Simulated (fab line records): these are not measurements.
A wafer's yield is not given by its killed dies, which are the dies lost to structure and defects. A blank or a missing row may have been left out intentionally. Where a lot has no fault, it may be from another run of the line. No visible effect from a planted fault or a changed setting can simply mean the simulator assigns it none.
The tool behind it: which one? :: flow nand harc :: 12 lots, 36 wafers sampled, at 6 steps of a route of 1302

WHAT THE GAUGES SHOWED, per wafer
NHARC_THIN_TSV_CD_MEAS_33: the cd target is 5000 nm. Usual: cd nm at 4999.5 nm, with a standard deviation of 2.1.
lot: L479
measured: day 24 06:28
on: cd sem-03
cd nm (nm): 5002.2 5001.1 5001.9
flag: 

lot: L481
measured: day 24 07:47
on: cd sem-03
cd nm (nm): 5000.0 5000.4 5001.4
flag: 

lot: L482
measured: day 24 20:50
on: cd sem-03
cd nm (nm): 4995.4 4999.4 4997.6
flag: 

lot: L480
measured: day 24 22:32
on: cd sem-03
cd nm (nm): 4995.6 4999.7 4997.6
flag: 

lot: L486
measured: day 27 08:19
on: cd sem-03
cd nm (nm): 5000.4 4996.9 4994.4
flag: 

lot: L487
measured: day 27 19:53
on: cd sem-01
cd nm (nm): 4996.1 4998.6 4998.7
flag: 

lot: L489
measured: day 28 18:24
on: cd sem-03
cd nm (nm): 4997.9 5001.9 5001.0
flag: 

lot: L490
measured: day 28 22:55
on: cd sem-02
cd nm (nm): 4998.5 4996.4 5000.6
flag: 

lot: L492
measured: day 29 00:03
on: cd sem-02
cd nm (nm): 5000.0 4999.7 5000.8
flag: 

lot: L493
measured: day 29 20:02
on: cd sem-01
cd nm (nm): 5002.2 5000.7 5000.0
flag: 

lot: L501
measured: day 32 20:11
on: cd sem-03
cd nm (nm): 5000.6 4999.8 5000.4
flag: 

lot: L500
measured: day 32 21:27
on: cd sem-01
cd nm (nm): 4998.6 4997.9 4997.9
flag: 

NHARC_THIN_TSV_INSPECT_40. Usual: raw defect count at 551, with a standard deviation of 97.
lot: L479
measured: day 24 16:11
on: defect inspect-01
raw defect count: 462 561 449
flag: 

lot: L481
measured: day 24 16:11
on: defect inspect-02
raw defect count: 471 567 693
flag: 

lot: L482
measured: day 25 02:49
on: defect inspect-02
raw defect count: 615 508 659
flag: 

lot: L480
measured: day 25 02:49
on: defect inspect-01
raw defect count: 612 535 594
flag: 

lot: L486
measured: day 27 16:59
on: defect inspect-02
raw defect count: 589 499 569
flag: 

lot: L487
measured: day 28 01:51
on: defect inspect-01
raw defect count: 472 394 477
flag: 

lot: L489
measured: day 28 23:32
on: defect inspect-01
raw defect count: 509 522 613
flag: 

lot: L490
measured: day 29 04:56
on: defect inspect-01
raw defect count: 518 507 462
flag: 

lot: L492
measured: day 29 04:56
on: defect inspect-02
raw defect count: 795 796 667
flag: 

lot: L493
measured: day 30 02:02
on: defect inspect-02
raw defect count: 508 379 370
flag: 

lot: L501
measured: day 33 02:07
on: defect inspect-02
raw defect count: 1045 1204 1044
flag: OFF

lot: L500
measured: day 33 02:07
on: defect inspect-01
raw defect count: 1055 1088 952
flag: OFF

NHARC_END_SORT_01. Usual: value, then standard deviation, for each; defect limited yield 91.1 % / 2.9; killed at array 55 / 19; killed at other 0.8 / 1.1; killed at periphery 4.0 / 2.6; killed dies 60 / 20; killed open 3.4 / 1.7; killed short 2.6 / 1.5.
lot: L489
measured: day 29 04:14
on: prober-02
defect limited yield (%): 90.8 91.6 90.8
killed at array: 56 51 59
killed at other: 1 0 0
killed at periphery: 5 6 3
killed dies: 62 57 62
killed open: 5 2 5
killed short: 5 6 2
flag: 

lot: L490
measured: day 29 12:52
on: prober-02
defect limited yield (%): 92.2
killed at array: 46
killed at other: 5
killed at periphery: 2
killed dies: 53
killed open: 2
killed short: 4
flag: OFF

lot: L501
measured: day 33 05:57
on: prober-02
defect limited yield (%): 81.4 78.6 85.2
killed at array: 40 65 62
killed at other: 83 80 35
killed at periphery: 3 0 3
killed dies: 126 145 100
killed open: 1 6 2
killed short: 1 4 3
flag: OFF

lot: L500
measured: day 33 06:01
on: prober-01
defect limited yield (%): 84.3 88.6 83.6
killed at array: 51 35 56
killed at other: 52 35 48
killed at periphery: 3 7 7
killed dies: 106 77 111
killed open: 2 2 3
killed short: 2 2 5
flag: OFF

WHAT TOOL EACH LOT RAN ON (gives the tool, then ch and the chambers of the sampled wafers, and finally the start)
lot: L479
NHARC_THIN_TSV_ETCHBACK_48: rie diel-10 ch 0,2,3, day 24 02:51
NHARC_THIN_TSV_DESCUM_35: rie diel-10 ch 0,1, day 24 06:38
NHARC_THIN_TSV_STRIP_57: wet bench-08 ch 0,3,4, day 24 07:31

lot: L481
NHARC_THIN_TSV_ETCHBACK_48: rie diel-07 ch 0,2,3, day 24 04:07
NHARC_THIN_TSV_DESCUM_35: rie diel-07 ch 2,3, day 24 07:58
NHARC_THIN_TSV_STRIP_57: wet bench-10 ch 1,5,6, day 24 08:49

lot: L482
NHARC_THIN_TSV_ETCHBACK_48: rie diel-08 ch 0,1, day 24 17:11
NHARC_THIN_TSV_DESCUM_35: rie diel-10 ch 0,2,3, day 24 21:00
NHARC_THIN_TSV_STRIP_57: wet bench-08 ch 0,6,7, day 24 21:49

lot: L480
NHARC_THIN_TSV_ETCHBACK_48: rie diel-10 ch 2,3, day 24 18:20
NHARC_THIN_TSV_DESCUM_35: rie diel-07 ch 0,3, day 24 22:41
NHARC_THIN_TSV_STRIP_57: wet bench-10 ch 2,4,6, day 24 23:47

lot: L486
NHARC_THIN_TSV_ETCHBACK_48: rie diel-07 ch 0,3, day 27 04:41
NHARC_THIN_TSV_DESCUM_35: rie diel-10 ch 0,1,2, day 27 08:30
NHARC_THIN_TSV_STRIP_57: wet bench-10 ch 0,1,3, day 27 09:21

lot: L487
NHARC_THIN_TSV_ETCHBACK_48: rie diel-07 ch 2,3, day 27 16:13
NHARC_THIN_TSV_DESCUM_35: rie diel-10 ch 1,3, day 27 20:03
NHARC_THIN_TSV_STRIP_57: wet bench-10 ch 2,3,6, day 27 20:53

lot: L489
NHARC_THIN_TSV_ETCHBACK_48: rie diel-08 ch 0,1, day 28 14:52
NHARC_THIN_TSV_DESCUM_35: rie diel-08 ch 1,2,3, day 28 18:35
NHARC_THIN_TSV_STRIP_57: wet bench-08 ch 1,2,6, day 28 19:23

lot: L490
NHARC_THIN_TSV_ETCHBACK_48: rie diel-07 ch 0,1, day 28 19:15
NHARC_THIN_TSV_DESCUM_35: rie diel-10 ch 2,3, day 28 23:04
NHARC_THIN_TSV_STRIP_57: wet bench-10 ch 3,5,6, day 28 23:54

lot: L492
NHARC_THIN_TSV_ETCHBACK_48: rie diel-08 ch 0,1,3, day 28 20:32
NHARC_THIN_TSV_DESCUM_35: rie diel-07 ch 0,1,3, day 29 00:15
NHARC_THIN_TSV_STRIP_57: wet bench-10 ch 0,1,6, day 29 01:03

lot: L493
NHARC_THIN_TSV_ETCHBACK_48: rie diel-07 ch 2,3, day 29 16:30
NHARC_THIN_TSV_DESCUM_35: rie diel-10 ch 2,3, day 29 20:11
NHARC_THIN_TSV_STRIP_57: wet bench-08 ch 1,4,7, day 29 21:02

lot: L501
NHARC_THIN_TSV_ETCHBACK_48: rie diel-07 ch 0,1,2, day 32 16:37
NHARC_THIN_TSV_DESCUM_35: rie diel-08 ch 0,1,2, day 32 20:21
NHARC_THIN_TSV_STRIP_57: wet bench-10 ch 0,4,6, day 32 21:11

lot: L500
NHARC_THIN_TSV_ETCHBACK_48: rie diel-08 ch 1,2,3, day 32 17:50
NHARC_THIN_TSV_DESCUM_35: rie diel-07 ch 0,2,3, day 32 21:38
NHARC_THIN_TSV_STRIP_57: wet bench-10 ch 1,2,5, day 32 22:26
- NHARC_THIN_TSV_ETCHBACK_48: etches the open film in C4F8/Ar, target depth 1028.5 nm, time 405.17 s.
- NHARC_THIN_TSV_DESCUM_35: chemistry O2, time 3 s.
- NHARC_THIN_TSV_STRIP_57: strips in post etch residue remover, time 1200 s.

AS READ BY THE TOOLS THEMSELVES (means over the sampled wafers that have a number; for cases with no such wafer, the mark the record gives instead)
NHARC_THIN_TSV_ETCHBACK_48. Usual: oes product au 0.940 a.u., standard deviation 0.028; rf vpp V 548 V, standard deviation 3.2.
lot: L479
tool: rie diel-10
oes product au (a.u.): 0.929
rf vpp V (V): 547
flag: 

lot: L481
tool: rie diel-07
oes product au (a.u.): 0.930
rf vpp V (V): 549
flag: 

lot: L482
tool: rie diel-08
oes product au (a.u.): 0.987
rf vpp V (V): 546
flag: 

lot: L480
tool: rie diel-10
oes product au (a.u.): 0.924
rf vpp V (V): 548
flag: 

lot: L486
tool: rie diel-07
oes product au (a.u.): 0.927
rf vpp V (V): 545
flag: 

lot: L487
tool: rie diel-07
oes product au (a.u.): 0.923
rf vpp V (V): 548
flag: 

lot: L489
tool: rie diel-08
oes product au (a.u.): 0.954
rf vpp V (V): 545
flag: 

lot: L490
tool: rie diel-07
oes product au (a.u.): 0.961
rf vpp V (V): 547
flag: 

lot: L492
tool: rie diel-08
oes product au (a.u.): 0.930
rf vpp V (V): 548
flag: 

lot: L493
tool: rie diel-07
oes product au (a.u.): 0.987
rf vpp V (V): 549
flag: 

lot: L501
tool: rie diel-07
oes product au (a.u.): 0.920
rf vpp V (V): 548
flag: 

lot: L500
tool: rie diel-08
oes product au (a.u.): 1.002
rf vpp V (V): 550
flag: 

NHARC_THIN_TSV_DESCUM_35. Usual: drypump motor current A 5.6 A, standard deviation 0.65; oes product au 0.997 a.u., standard deviation 0.011; rf vpp V 57.8 V, standard deviation 0.91; showerhead plenum p Torr 1.93 Torr, standard deviation 0.062; throttle valve pct 11.312 %, standard deviation 0.0085.
lot: L479
tool: rie diel-10
drypump motor current A (A): 6.1
oes product au (a.u.): 0.992
rf vpp V (V): 58.5
showerhead plenum p Torr (Torr): 1.93
throttle valve pct (%): 11.309
flag: 

lot: L481
tool: rie diel-07
drypump motor current A (A): 6.2
oes product au (a.u.): 1.003
rf vpp V (V): 58.2
showerhead plenum p Torr (Torr): 1.99
throttle valve pct (%): 11.315
flag: 

lot: L482
tool: rie diel-10
drypump motor current A (A): 5.3
oes product au (a.u.): 0.999
rf vpp V (V): 58.1
showerhead plenum p Torr (Torr): 1.93
throttle valve pct (%): 11.306
flag: 

lot: L480
tool: rie diel-07
drypump motor current A (A): 6.6
oes product au (a.u.): 0.999
rf vpp V (V): 57.1
showerhead plenum p Torr (Torr): 1.89
throttle valve pct (%): 11.315
flag: 

lot: L486
tool: rie diel-10
drypump motor current A (A): 5.8
oes product au (a.u.): 0.985
rf vpp V (V): 58.6
showerhead plenum p Torr (Torr): 1.92
throttle valve pct (%): 11.322
flag: 

lot: L487
tool: rie diel-10
drypump motor current A (A): 5.3
oes product au (a.u.): 0.991
rf vpp V (V): 57.5
showerhead plenum p Torr (Torr): 1.97
throttle valve pct (%): 11.307
flag: 

lot: L489
tool: rie diel-08
drypump motor current A (A): 5.2
oes product au (a.u.): 0.990
rf vpp V (V): 59.1
showerhead plenum p Torr (Torr): 1.99
throttle valve pct (%): 11.317
flag: 

lot: L490
tool: rie diel-10
drypump motor current A (A): 5.0
oes product au (a.u.): 1.002
rf vpp V (V): 57.9
showerhead plenum p Torr (Torr): 1.95
throttle valve pct (%): 11.320
flag: 

lot: L492
tool: rie diel-07
drypump motor current A (A): 6.1
oes product au (a.u.): 1.001
rf vpp V (V): 57.3
showerhead plenum p Torr (Torr): 1.88
throttle valve pct (%): 11.325
flag: 

lot: L493
tool: rie diel-10
drypump motor current A (A): 5.0
oes product au (a.u.): 0.995
rf vpp V (V): 57.3
showerhead plenum p Torr (Torr): 1.95
throttle valve pct (%): 11.311
flag: 

lot: L501
tool: rie diel-08
drypump motor current A (A): 4.9
oes product au (a.u.): 1.010
rf vpp V (V): 58.3
showerhead plenum p Torr (Torr): 1.93
throttle valve pct (%): 11.315
flag: 

lot: L500
tool: rie diel-07
drypump motor current A (A): 6.4
oes product au (a.u.): 1.002
rf vpp V (V): 57.7
showerhead plenum p Torr (Torr): 1.93
throttle valve pct (%): 11.311
flag: 

THE ANSWER, worked out from the rows above alone
Rule: take the mean of a lot's wafers that have a number; if it is more than 3 standard deviations from the usual mean, the lot is off. Also off: a lot with no number at a reading for which 4 or more lots have one. The other lots that the step has rows for count as sound. The gauges are gone through in route order, then the tools' own readings, and for those a lot's mean is taken as printed above. The first step at which some lot is off is used, and at that step the reading that is off furthest; a lot without a number counts as furthest.
Off: L501, L500 (NHARC_THIN_TSV_INSPECT_40, raw defect count).
If a tool, at a process step before that reading, ran all the lots that are off and no sound lot after the first of them, it fits. Not tried: the gauges at NHARC_THIN_TSV_INSPECT_40; whatever is off there is also off at NHARC_END_SORT_01, on other tools, and gauge error can't account for it. One fits: wet bench-10 at NHARC_THIN_TSV_STRIP_57. A fault onset in the window from L492 (day 29 01:03, its last sound lot) to L501 (day 32 21:11, its first lot off) fits.

WHAT HAD BEEN PUT IN BY THE SIMULATOR
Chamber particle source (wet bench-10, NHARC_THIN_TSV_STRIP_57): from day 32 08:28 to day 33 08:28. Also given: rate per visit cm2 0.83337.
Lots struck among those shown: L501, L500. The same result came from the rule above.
